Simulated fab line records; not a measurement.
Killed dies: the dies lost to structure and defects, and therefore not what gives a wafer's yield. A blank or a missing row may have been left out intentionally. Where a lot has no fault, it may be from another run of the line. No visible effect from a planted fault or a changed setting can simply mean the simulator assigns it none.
Which of the tools did it? || flow n5_finfet || 24 wafers from 8 lots sampled at 3 of the route's 1938 steps

WHAT THE GAUGES READ, wafer by wafer
N5_BEOL_M1_OCD_MEAS_38.
{"lot": "L757", "measured": "day 6 16:02", "on": "ocd-01", "trench_depth_nm (nm)": "55.2 55.6 55.7"}
{"lot": "L758", "measured": "day 6 19:43", "on": "ocd-02", "trench_depth_nm (nm)": "54.7 53.0 53.8"}
{"lot": "L759", "measured": "day 6 23:27", "on": "ocd-02", "trench_depth_nm (nm)": "54.8 51.9 56.0"}
{"lot": "L761", "measured": "day 7 15:10", "on": "ocd-02", "trench_depth_nm (nm)": "53.4 71.4 55.3"}
{"lot": "L762", "measured": "day 8 00:14", "on": "ocd-02", "trench_depth_nm (nm)": "55.9 55.0 54.6"}
{"lot": "L770", "measured": "day 10 07:49", "on": "ocd-01", "trench_depth_nm (nm)": "55.2 55.7 55.7"}
{"lot": "L778", "measured": "day 12 00:59", "on": "ocd-02", "trench_depth_nm (nm)": "55.1 54.3 55.4"}
{"lot": "L779", "measured": "day 12 01:27", "on": "ocd-01", "trench_depth_nm (nm)": "51.5 56.6 52.8"}

TOOL THAT RAN EACH LOT (tool first, then ch and the chambers of the sampled wafers, then the start)
{"lot": "L757", "N5_BEOL_M1_TRENCH_ETCH_37": "rie_diel-05 ch 2,3, day 6 15:52", "N5_BEOL_M1_STRIP_97": "rie_diel-05 ch 2,3, day 6 16:02 or earlier"}
{"lot": "L758", "N5_BEOL_M1_TRENCH_ETCH_37": "rie_diel-06 ch 0,3, day 6 19:33", "N5_BEOL_M1_STRIP_97": "rie_diel-06 ch 0,3, day 6 19:43 or earlier"}
{"lot": "L759", "N5_BEOL_M1_TRENCH_ETCH_37": "rie_diel-01 ch 1,2,3, day 6 23:17", "N5_BEOL_M1_STRIP_97": "rie_diel-01 ch 1,2,3, day 6 23:27 or earlier"}
{"lot": "L761", "N5_BEOL_M1_TRENCH_ETCH_37": "rie_diel-01 ch 0,1,3, day 7 15:01", "N5_BEOL_M1_STRIP_97": "rie_diel-01 ch 0,1,3, day 7 15:10 or earlier"}
{"lot": "L762", "N5_BEOL_M1_TRENCH_ETCH_37": "rie_diel-05 ch 0,1,2, day 8 00:04", "N5_BEOL_M1_STRIP_97": "rie_diel-05 ch 0,1,2, day 8 00:14 or earlier"}
{"lot": "L770", "N5_BEOL_M1_TRENCH_ETCH_37": "rie_diel-05 ch 0,1,3, day 10 07:39", "N5_BEOL_M1_STRIP_97": "rie_diel-05 ch 0,1,3, day 10 07:49 or earlier"}
{"lot": "L778", "N5_BEOL_M1_TRENCH_ETCH_37": "rie_diel-05 ch 0,1,3, day 12 00:49", "N5_BEOL_M1_STRIP_97": "rie_diel-05 ch 0,1,3, day 12 00:59 or earlier"}
{"lot": "L779", "N5_BEOL_M1_TRENCH_ETCH_37": "rie_diel-01 ch 1,2, day 12 01:17", "N5_BEOL_M1_STRIP_97": "rie_diel-01 ch 1,2, day 12 01:27 or earlier"}
- N5_BEOL_M1_TRENCH_ETCH_37: etches SiOC in C4F6/O2, target depth 55.207 nm, time 29 s.
- N5_BEOL_M1_STRIP_97: strips in N2/H2, time 10 s.

THE ANSWER, worked out from the rows above alone
Rule: usual is defined by the lots themselves. The widest of any qualifying gaps counts: lots, ordered by their means at a reading, are off when they make up no more than a third of the lots, leave a main group of 4 or more, and stand apart from it by 3 or more times the standard deviation of that group's means. A main group is skipped when, at the precision printed for the reading in the tables above, its means are all equal. Also off: a lot with no number at a reading for which 4 or more lots have one. The other lots that the step has rows for count as sound.
Off: L761 (N5_BEOL_M1_OCD_MEAS_38, trench_depth_nm). The main group has a mean of 54.7 nm with a standard deviation of 0.73.
If a tool, at a process step before that reading, ran all the lots that are off and no sound lot after the first of them, it fits. The gauges at N5_BEOL_M1_OCD_MEAS_38 are tried like those tools. N5_BEOL_M1_STRIP_97 gives no start for some lots, so the hours and the order of its lots are those of N5_BEOL_M1_OCD_MEAS_38. Not one of the candidates tried fits.

WHAT THE SIMULATOR HAD INSERTED
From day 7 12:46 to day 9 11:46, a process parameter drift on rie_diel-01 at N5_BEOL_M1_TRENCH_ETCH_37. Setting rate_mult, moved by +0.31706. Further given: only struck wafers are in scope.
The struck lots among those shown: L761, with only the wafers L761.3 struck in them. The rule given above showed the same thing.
